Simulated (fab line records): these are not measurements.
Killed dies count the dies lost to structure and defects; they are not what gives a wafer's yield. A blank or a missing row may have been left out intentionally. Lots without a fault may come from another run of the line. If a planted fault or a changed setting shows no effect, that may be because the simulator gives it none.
fab line records | flow n5Finfet | part 1 of 2: steps 1 to 23 of 31
record: lots: 5 wafers: 15 lastDay: 19
route steps=1938 shown BEOL_M8@1396 BEOL_M9@1401
lots that met no fault: from a run of the same line without faults
startH: start of the lot's first displayed wafer, in hours after the record's first day | waitH: how many hours have passed since the lot's step before this one | " same as the row above | L1.1+2: a single row standing in for several wafers | - no value, or no start was given | * or withheld: withheld | < > ~ a bound
route shown NAME@n: a module of which the file shows steps, and the number in the route of the first | usual: mean and standard deviation over wafers with no fault | same: alike in all rows | chamber/n: place in a boat | sites: each site's reading | _std_site: standard deviation across them | _edge_site: inner sites' mean taken away from outer sites' mean | radiusMm: how far each site lies from the wafer's centre | mask NAME#n: copy n | behind: the most recent tool/chamber to have shaped the wafer | hold: why the lot went on hold/how many hours it stayed there/how the hold came to an end | device: whichever transistor did not switch (one of n, p or np) | end of line: the tests these same wafers got at the end of their route | step lacking rows: just its recipe | killed: count of dies lost to structure and defects at first sort (not the wafer's yield) | map: dies across one wafer; x = killed, . = not, _ = none there
set.NAME: the run value of the setting; set.NAME@STEP: its run value at that earlier step | model.NAME: the simulator's own value behind a step, which no gauge read
a table for each step, a row for each wafer; lots at some steps of the route
services: the hour from which a tool's chamber was out of use, counted from the record's first day as startH (under 0 if before that day), plus the number of hours and why
== steps ==
step: N5_BEOL_M8_THK_MEAS_53
recipe: thkMeasGauge: xrf reads: Cu_of_BEOL_M8_ECD_50
usual: M8_THK: 78.3/2.4
columns lot.wafer tool chamber startH waitH M8_THK[nm]
L079.2 filmMetro-01 - 224.99 - 77.4
L079.3 " - " " 80.7
L079.5 " - " " 77.4
L080.1 filmMetro-02 - 234.00 - 76.0
L080.5 " - " " 75.3
L080.6 " - " " 79.4
L083.1 filmMetro-01 - 270.99 - 75.3
L083.3 " - " " 77.6
L083.4 " - " " 76.7
L089.2 filmMetro-02 - 297.97 - 80.0
L089.3 " - " " 75.7
L089.5 " - " " 82.0
L096.2 filmMetro-01 - 385.61 - 78.7
L096.5 " - " " 80.1
L096.6 " - " " 80.2
step: N5_BEOL_M8_PRE_CLEAN_55
recipe: gas: NH3 timeS: 15 tempC: withheld rfPowerW: 300
columns lot.wafer tool chamber startH waitH sinceWetCleanH
L079.2 pecvd-02 1 225.03 0.0 1654
L079.3 " 2 " " 175
L079.5 " 0 " " -
L080.1 pecvd-01 0 234.04 0.0 1300
L080.5 " 0 " " -
L080.6 " 1 " " -
L083.1 pecvd-04 1 271.03 0.0 1881
L083.3 " 2 " " 103
L083.4 " 0 " " -
L089.2 pecvd-01 0 298.01 0.0 1364
L089.3 " 2 " " 610
L089.5 " 0 " " -
L096.2 pecvd-01 0 385.65 0.0 1452
L096.5 " 2 " " -
L096.6 " 0 " " -
step: N5_BEOL_M8_DEP_56
recipe: material: SiCN targetThkA: 100 tempC: withheld precursor: 3MS/NH3 pressureTorr: 3 rfW: 202 timeS: 17.5
usual: chamberPressureTorr: 2.999/0.0058 showerheadPlenumPTorr: 3.664/0.013 throttleValvePct: 8.9/0.4
columns lot.wafer tool chamber startH waitH chamberPressureTorr showerheadPlenumPTorr sinceWetCleanH throttleValvePct
L079.2 pecvd-02 1 225.05 0.0 2.999 3.663 1654 9.2
L079.3 " 2 " " 3.007 3.666 175 8.5
L079.5 " 0 " " 3.009 3.660 - 9.1
L080.1 pecvd-01 0 234.06 0.0 3.006 3.696 1300 9.6
L080.5 " 0 " " 3.000 3.671 - 9.2
L080.6 " 1 " " 2.999 3.661 - 9.0
L083.1 pecvd-04 1 271.06 0.0 2.996 3.672 1881 8.5
L083.3 " 2 " " 3.000 3.669 103 8.6
L083.4 " 0 " " 2.995 3.663 - 9.1
L089.2 pecvd-01 0 298.03 0.0 3.005 3.690 1364 9.1
L089.3 " 2 " " 3.005 3.646 610 8.1
L089.5 " 0 " " 3.002 3.694 - 9.2
L096.2 pecvd-01 0 385.69 0.0 2.997 3.685 1452 9.3
L096.5 " 2 " " 3.006 3.649 - 8.4
L096.6 " 0 " " 3.001 3.686 - 9.3
step: N5_BEOL_M8_RS_MEAS_57
recipe: thkMeasGauge: four-point-probe reads: Cu_of_BEOL_M8_ECD_50+Co_of_BEOL_M8_CVD_78+TaN_of_BEOL_M8_ALD_77
usual: M8_RS: 0.288/0.0099
columns lot.wafer tool chamber startH waitH M8_RS[ohm/sq]
L079.2 filmMetro-02 - 225.12 0.1 0.292
L079.3 " - " " 0.278
L079.5 " - " " 0.291
L080.1 filmMetro-01 - 234.13 0.1 0.296
L080.5 " - " " 0.299
L080.6 " - " " 0.282
L083.1 filmMetro-01 - 271.12 0.1 0.299
L083.3 " - " " 0.288
L083.4 " - " " 0.293
L089.2 filmMetro-01 - 298.10 0.1 0.279
L089.3 " - " " 0.300
L089.5 " - " " 0.272
L096.2 filmMetro-01 - 385.77 0.1 0.290
L096.5 " - " " 0.282
L096.6 " - " " 0.282
step: N5_BEOL_M8_INSPECT_58
recipe: inspectInstrument: darkfield mode: postDep
usual: rawDefectCount: 67/20
columns lot.wafer tool chamber startH waitH rawDefectCount
L079.2 defectInspect-02 - 225.15 0.0 70
L079.3 " - " " 81
L079.5 " - " " 112
L080.1 defectInspect-01 - 234.15 0.0 54
L080.5 " - " " 64
L080.6 " - " " 56
L083.1 defectInspect-01 - 271.15 0.0 67
L083.3 " - " " 59
L083.4 " - " " 49
L089.2 defectInspect-02 - 298.13 0.0 86
L089.3 " - " " 80
L089.5 " - " " 59
L096.2 defectInspect-01 - 385.80 0.0 46
L096.5 " - " " 76
L096.6 " - " " 97
step: N5_BEOL_M9_ILD_DEP_00
recipe: material: SiCOH_lowk targetThkA: 3085.1 tempC: 300 precursor: DEMS/porogen pressureTorr: 5 rfW: 500 timeS: 58
usual: chamberPressureTorr: 5.000/0.011 heaterPowerOuterW: 128/25 heaterPowerW: 287/26 showerheadPlenumPTorr: 5.736/0.016 throttleValvePct: 13.6/0.7
columns lot.wafer tool chamber startH waitH chamberPressureTorr heaterPowerOuterW heaterPowerW showerheadPlenumPTorr sinceWetCleanH throttleValvePct
L079.2 pecvd-01 0 225.18 0.0 4.995 147 300 5.769 1292 14.2
L079.3 " 1 " " 5.009 100 271 5.751 2017 14.1
L079.5 " 2 " " 5.003 118 240 5.716 - 12.3
L080.1 pecvd-01 2 234.19 0.0 5.002 134 275 5.716 547 12.8
L080.5 " 0 " " 4.981 148 300 5.762 - 14.4
L080.6 " 1 " " 5.011 106 279 5.742 - 14.1
L083.1 pecvd-01 1 271.19 0.0 4.994 103 279 5.750 2063 14.0
L083.3 " 2 " " 4.995 153 288 5.706 584 12.7
L083.4 " 1 " " 5.011 107 278 5.745 - 14.3
L089.2 pecvd-02 0 298.16 0.0 4.978 161 327 5.735 1002 14.1
L089.3 " 1 " " 5.002 103 262 5.744 1727 13.8
L089.5 " 0 " " 4.984 164 340 5.740 - 14.2
L096.2 pecvd-02 1 385.84 0.0 4.985 127 312 5.733 1815 14.0
L096.5 " 1 " " 5.004 132 309 5.731 - 13.6
L096.6 " 0 " " 5.001 188 357 5.724 - 13.9
step: N5_BEOL_M9_CURE_71
recipe: tempC: 385 timeS: 240 ambient: He/Ar material: SiCOH_lowk
usual: lampPowerPct: 52.31/0.054 wafer_temp_C_max: 387.2/0.82
columns lot.wafer tool chamber startH waitH lampPowerPct wafer_temp_C_max
L079.2 uvCure-03 2 225.34 0.1 52.30 387.0
L079.3 " 2 " " 52.29 387.7
L079.5 " 2 " " 52.30 387.9
L080.1 uvCure-02 2 234.27 0.0 52.31 385.8
L080.5 " 2 " " 52.29 386.0
L080.6 " 2 " " 52.37 386.9
L083.1 uvCure-03 2 271.27 0.0 52.34 387.3
L083.3 " 2 " " 52.33 387.1
L083.4 " 2 " " 52.30 387.2
L089.2 uvCure-02 2 298.32 0.1 52.36 386.3
L089.3 " 2 " " 52.24 386.2
L089.5 " 2 " " 52.28 385.8
L096.2 uvCure-03 2 385.99 0.1 52.33 387.2
L096.5 " 2 " " 52.36 387.3
L096.6 " 2 " " 52.30 386.9
step: N5_BEOL_M9_THK_MEAS_01
recipe: reads: SiCOH_lowk_of_BEOL_M9_ILD_DEP_00
usual: M9_ILD_THK: 269/3.5
columns lot.wafer tool chamber startH waitH M9_ILD_THK[nm]
L079.2 filmMetro-01 - 225.77 0.4 265
L079.3 " - " " 265
L079.5 " - " " 271
L080.1 filmMetro-01 - 234.78 0.4 263
L080.5 " - " " 264
L080.6 " - " " 268
L083.1 filmMetro-02 - 271.78 0.4 267
L083.3 " - " " 267
L083.4 " - " " 268
L089.2 filmMetro-02 - 298.75 0.4 267
L089.3 " - " " 269
L089.5 " - " " 273
L096.2 filmMetro-02 - 386.43 0.4 271
L096.5 " - " " 273
L096.6 " - " " 275
step: N5_BEOL_M9_PECVD_70
recipe: material: SiO2 targetThkA: 200 tempC: 400 precursor: TEOS/O2 pressureTorr: 5.5 rfW: 450 teosFlowSccm: 53.8 gas: O2 flowSccm: 3000 timeS: 22.7
usual: chamberPressureTorr: 5.500/0.012 heaterPowerOuterW: 397/52 heaterPowerW: 681/52 showerheadPlenumPTorr: 8.76/0.047 throttleValvePct: 21.9/1.1
columns lot.wafer tool chamber startH waitH chamberPressureTorr heaterPowerOuterW heaterPowerW showerheadPlenumPTorr sinceWetCleanH throttleValvePct
L079.2 pecvd-02 2 225.81 0.0 5.504 386 638 8.76 176 20.6
L079.3 " 1 " " 5.508 402 726 8.75 1655 22.4
L079.5 " 2 " " 5.495 384 646 8.78 - 20.9
L080.1 pecvd-01 2 234.82 0.0 5.473 419 638 8.68 547 20.5
L080.5 " 0 " " 5.498 460 740 8.89 - 23.1
L080.6 " 1 " " 5.499 317 621 8.79 - 22.7
L083.1 pecvd-02 0 271.82 0.0 5.517 460 742 8.74 976 22.4
L083.3 " 1 " " 5.493 394 707 8.76 1701 22.4
L083.4 " 1 " " 5.476 385 708 8.75 - 22.5
L089.2 pecvd-01 2 298.79 0.0 5.493 419 682 8.70 611 20.5
L089.3 " 1 " " 5.490 347 666 8.77 2090 22.6
L089.5 " 1 " " 5.499 366 670 8.79 - 22.8
L096.2 pecvd-03 2 386.46 0.0 5.508 388 681 8.72 155 20.3
L096.5 " 0 " " 5.496 419 714 8.76 - 23.8
L096.6 " 1 " " 5.502 367 700 8.77 - 21.7
step: N5_BEOL_M9_HM_DEP_02
recipe: material: TiN targetThkA: 200 tempC: 25 chamberPressurePa: 0.49996
usual: substrateTempC: 25.01/0.12 throttleValvePct: 29.5/1.3
columns lot.wafer tool chamber startH waitH substrateTempC throttleValvePct
L079.2 pvdSputter-03 - 226.90 1.1 25.02 27.5
L079.3 " - " " 25.08 28.2
L079.5 " - " " 25.00 30.6
L080.1 pvdSputter-02 - 236.35 1.5 25.00 29.8
L080.5 " - " " 25.01 29.8
L080.6 " - " " 25.07 29.8
L083.1 pvdSputter-03 - 273.83 2.0 24.56 30.8
L083.3 " - " " 25.08 29.1
L083.4 " - " " 25.06 28.2
L089.2 pvdSputter-02 - 299.38 0.6 25.06 30.0
L089.3 " - " " 24.96 29.5
L089.5 " - " " 25.15 29.8
L096.2 pvdSputter-01 - 387.87 1.4 25.15 28.7
L096.5 " - " " 25.22 29.6
L096.6 " - " " 25.15 28.3
step: N5_BEOL_M9_COAT_59
recipe: resist: SOC tempC: 250 timeS: 60 spinRpm: 1500 resistThkNm: 100
columns lot.wafer tool chamber startH waitH
L079.2+3+5 lithoTrack-04 0 227.03 0.1
L080.1+5+6 lithoTrack-05 0 236.48 0.1
L083.1+3+4 lithoTrack-04 0 273.96 0.1
L089.2+3+5 lithoTrack-02 0 299.51 0.1
L096.2+5+6 lithoTrack-05 0 387.99 0.1
step: N5_BEOL_M9_COAT_60
recipe: resist: SiARC tempC: 220 timeS: 60 spinRpm: 1500 resistThkNm: 30
columns lot.wafer tool chamber startH waitH
L079.2+3+5 lithoTrack-04 0 - -
L080.1+5+6 lithoTrack-05 0 - -
L083.1+3+4 lithoTrack-04 0 - -
L089.2+3+5 lithoTrack-02 0 - -
L096.2+5+6 lithoTrack-05 0 - -
step: N5_BEOL_M9_COAT_05
recipe: resist: CAR-ArF spinRpm: 1500 resistThkNm: 90
columns lot.wafer tool chamber startH waitH
L079.2+3+5 lithoTrack-04 0 - -
L080.1+5+6 lithoTrack-05 0 - -
L083.1+3+4 lithoTrack-04 0 - -
L089.2+3+5 lithoTrack-02 0 - -
L096.2+5+6 lithoTrack-05 0 - -
step: N5_BEOL_M9_EBR_07
recipe: solvent: PGMEA ebrWidthMm: 1.5
columns lot.wafer tool chamber startH waitH
L079.2+3+5 lithoTrack-04 0 - -
L080.1+5+6 lithoTrack-05 0 - -
L083.1+3+4 lithoTrack-04 0 - -
L089.2+3+5 lithoTrack-02 0 - -
L096.2+5+6 lithoTrack-05 0 - -
step: N5_BEOL_M9_SOFTBAKE_06
recipe: tempC: 110 timeS: 60 resist: CAR-ArF
columns lot.wafer tool chamber startH waitH
L079.2+3+5 lithoTrack-04 0 - -
L080.1+5+6 lithoTrack-05 0 - -
L083.1+3+4 lithoTrack-04 0 - -
L089.2+3+5 lithoTrack-02 0 - -
L096.2+5+6 lithoTrack-05 0 - -
step: N5_BEOL_M9_EXPOSE_08
recipe: maskId: M9 na: 1.35 sourceShape: dipole sigmaInner: 0.411 sigmaOuter: 0.611 polarization: te doseMj: 53.75
usual: exposureDoseMJCm2: 53.72/0.062 focusOffsetNm: 0.0/0.52
same: sigmaInner: 0.411
columns lot.wafer tool chamber startH waitH mask exposureDoseMJCm2 focusOffsetNm
L079.2 arfiScanner-03 0 227.15 - M9#0 53.77 -0.2
L079.3 " 0 " " M9#0 53.82 -0.3
L079.5 " 0 " " M9#0 53.82 0.3
L080.1 arfiScanner-03 0 236.60 - M9#0 53.65 -0.2
L080.5 " 0 " " M9#0 53.71 0.0
L080.6 " 0 " " M9#0 53.73 -0.1
L083.1 arfiScanner-02 0 274.08 - M9#0 53.74 -0.2
L083.3 " 0 " " M9#0 53.71 -0.2
L083.4 " 0 " " M9#0 53.71 -0.8
L089.2 arfiScanner-01 0 299.76 - M9#0 53.83 -0.3
L089.3 " 0 " " M9#0 53.79 -0.8
L089.5 " 0 " " M9#0 53.78 -0.1
L096.2 arfiScanner-01 0 388.12 - M9#0 53.69 0.6
L096.5 " 0 " " M9#0 53.75 -0.3
L096.6 " 0 " " M9#0 53.64 -0.1
step: N5_BEOL_M9_PEB_09
recipe: pebTempC: withheld pebTimeS: 60 resist: CAR-ArF
columns lot.wafer tool chamber startH waitH
L079.2+3+5 lithoTrack-04 0 227.20 0.0
L080.1+5+6 lithoTrack-02 0 236.66 0.1
L083.1+3+4 lithoTrack-02 0 274.14 0.1
L089.2+3+5 lithoTrack-02 0 299.81 0.0
L096.2+5+6 lithoTrack-04 0 388.17 0.0
step: N5_BEOL_M9_DEVELOP_10
recipe: developTimeS: 30 developer: TMAH resist: CAR-ArF rinseLiquid: diw dry: airSpin devTempC: 23
columns lot.wafer tool chamber startH waitH
L079.2+3+5 lithoTrack-04 0 - -
L080.1+5+6 lithoTrack-02 0 - -
L083.1+3+4 lithoTrack-02 0 - -
L089.2+3+5 lithoTrack-02 0 - -
L096.2+5+6 lithoTrack-04 0 - -
step: N5_BEOL_M9_CD_MEAS_11
recipe: targetCdNm: 64.1 landingEnergyEv: 500 detector: seInlens polarity: opening
usual: cdNm: 64.1/0.51
columns lot.wafer tool chamber startH waitH cdNm
L079.2 cdSem-03 0 227.27 - 63.6
L079.3 " 0 " " 64.7
L079.5 " 0 " " 64.3
L080.1 cdSem-03 0 236.72 - 62.9
L080.5 " 0 " " 63.3
L080.6 " 0 " " 63.7
L083.1 cdSem-03 0 274.20 - 63.4
L083.3 " 0 " " 63.2
L083.4 " 0 " " 63.1
L089.2 cdSem-02 0 299.88 - 63.6
L089.3 " 0 " " 63.7
L089.5 " 0 " " 63.7
L096.2 cdSem-03 0 388.24 - 63.9
L096.5 " 0 " " 64.6
L096.6 " 0 " " 64.8
step: N5_BEOL_M9_OVL_MEAS_12
recipe: pointsPerWafer: 44
usual: M9_OVL: -0.5/0.66
columns lot.wafer tool chamber startH waitH M9_OVL[nm]
L079.2 overlay-02 0 227.30 0.0 0.0
L079.3 " 0 " " -0.9
L079.5 " 0 " " -0.5
L080.1 overlay-01 0 236.75 0.0 -0.6
L080.5 " 0 " " -0.3
L080.6 " 0 " " 0.1
L083.1 overlay-01 0 274.23 0.0 -1.5
L083.3 " 0 " " -1.0
L083.4 " 0 " " -0.7
L089.2 overlay-02 0 299.91 0.0 -0.1
L089.3 " 0 " " -1.0
L089.5 " 0 " " -0.4
L096.2 overlay-02 0 388.27 0.0 -0.9
L096.5 " 0 " " -1.7
L096.6 " 0 " " -1.0
step: N5_BEOL_M9_INSPECT_13
recipe: mode: adi inspectInstrument: brightfield
usual: rawDefectCount: 390/84
columns lot.wafer tool chamber startH waitH rawDefectCount
L079.2 defectInspect-01 - 227.32 0.0 518
L079.3 " - " " 507
L079.5 " - " " 613
L080.1 defectInspect-02 - 236.78 0.0 286
L080.5 " - " " 300
L080.6 " - " " 388
L083.1 defectInspect-01 - 274.26 0.0 375
L083.3 " - " " 355
L083.4 " - " " 334
L089.2 defectInspect-02 - 299.94 0.0 362
L089.3 " - " " 400
L089.5 " - " " 338
L096.2 defectInspect-02 - 388.29 0.0 380
L096.5 " - " " 347
L096.6 " - " " 360
step: N5_BEOL_M9_DESCUM_16
recipe: chemistry: O2 timeS: 7.9 sourcePowerW: 50 biasPowerW: 20 pressureMtorr: 20 rfFrequencyHz: 2.712e+07 tempC: 40 resist: CAR-ArF o2FlowSccm: 225
usual: drypumpMotorCurrentA: 5.5/0.38 oesProductAu: 0.79/0.082 rfVppV: 243.5/1.3 showerheadPlenumPTorr: 2.11/0.07 tempC: 40.01/0.11 throttleValvePct: 20.55/0.15
columns lot.wafer tool chamber startH waitH drypumpMotorCurrentA oesProductAu rfHoursCounterH rfVppV showerheadPlenumPTorr tempC throttleValvePct
L079.2 rieDiel-04 0 227.36 0.0 5.4 0.72 207 245.9 2.19 39.80 20.42
L079.3 " 3 " " 5.4 0.67 244 241.4 2.05 39.99 20.69
L079.5 " 3 " " 5.4 0.67 - 242.3 2.05 40.03 20.67
L080.1 rieDiel-04 1 236.81 0.0 5.0 0.74 157 244.1 2.18 40.02 20.59
L080.5 " 2 " " 5.0 0.88 - 243.9 2.13 40.01 20.50
L080.6 " 1 " " 5.0 0.74 - 244.4 2.18 40.14 20.59
L083.1 rieDiel-05 0 274.57 0.3 5.0 0.91 21 244.1 2.14 39.83 20.76
L083.3 " 1 " " 6.2 0.78 112 242.1 2.09 39.96 20.47
L083.4 " 2 " " 5.6 0.73 - 242.2 2.00 39.98 20.76
L089.2 rieDiel-04 2 299.97 0.0 4.9 0.85 44 243.9 2.12 39.98 20.53
L089.3 " 1 " " 5.0 0.73 174 245.1 2.18 40.00 20.61
L089.5 " 0 " " 5.5 0.70 - 245.0 2.18 39.94 20.45
L096.2 rieDiel-04 3 388.48 0.2 5.4 0.90 27 242.3 2.03 40.04 20.38
L096.5 " 2 " " 5.0 0.81 - 244.9 2.11 39.95 20.59
L096.6 " 1 " " 5.0 0.71 - 244.1 2.17 40.07 20.66
step: N5_BEOL_M9_ETCH_61
recipe: chemistry: CF4 target: SiARC targetDepthA: 390 maskMaterial: CAR-ArF timeS: 65 ionEnergyEv: 80 pressureMtorr: 40 sourceW: 545 biasW: 36 Ar_flow_sccm: 100 cf4FlowSccm: 100 ends: cleared
usual: drypumpMotorCurrentA: 5.5/0.38 etchRfOnTimeS: 65.0/1.5 oesProductAu: 0.67/0.071 rfVppV: 184.2/1.1 showerheadPlenumPTorr: 2.16/0.069 throttleValvePct: 15.73/0.12
columns lot.wafer tool chamber startH waitH drypumpMotorCurrentA etchRfOnTimeS oesProductAu rfHoursCounterH rfVppV showerheadPlenumPTorr throttleValvePct
L079.2 rieDiel-04 0 227.40 0.0 5.5 64.8 0.62 207 183.8 2.22 15.58
L079.3 " 3 " " 5.3 65.8 0.57 244 183.0 2.10 15.99
L079.5 " 3 " " 5.3 65.9 0.57 - 185.0 2.10 15.98
L080.1 rieDiel-04 1 236.85 0.0 5.0 69.6 0.62 157 185.5 2.23 15.74
L080.5 " 2 " " 5.0 63.7 0.76 - 185.3 2.19 15.67
L080.6 " 1 " " 5.0 68.8 0.62 - 184.1 2.23 15.73
L083.1 rieDiel-05 0 274.60 0.0 4.9 64.9 0.77 21 186.1 2.18 15.72
L083.3 " 1 " " 6.2 65.6 0.67 112 185.4 2.15 15.69
L083.4 " 2 " " 5.7 65.2 0.62 - 184.0 2.03 15.84
L089.2 rieDiel-04 2 300.00 0.0 4.9 63.6 0.74 44 183.4 2.18 15.73
L089.3 " 1 " " 5.0 69.1 0.61 174 185.4 2.23 15.78
L089.5 " 0 " " 5.5 64.4 0.61 - 184.6 2.22 15.62
L096.2 rieDiel-04 3 388.51 0.0 5.3 65.6 0.77 27 183.5 2.09 15.58
L096.5 " 2 " " 5.0 64.9 0.70 - 184.7 2.17 15.78
L096.6 " 1 " " 5.0 69.9 0.59 - 184.8 2.22 15.82
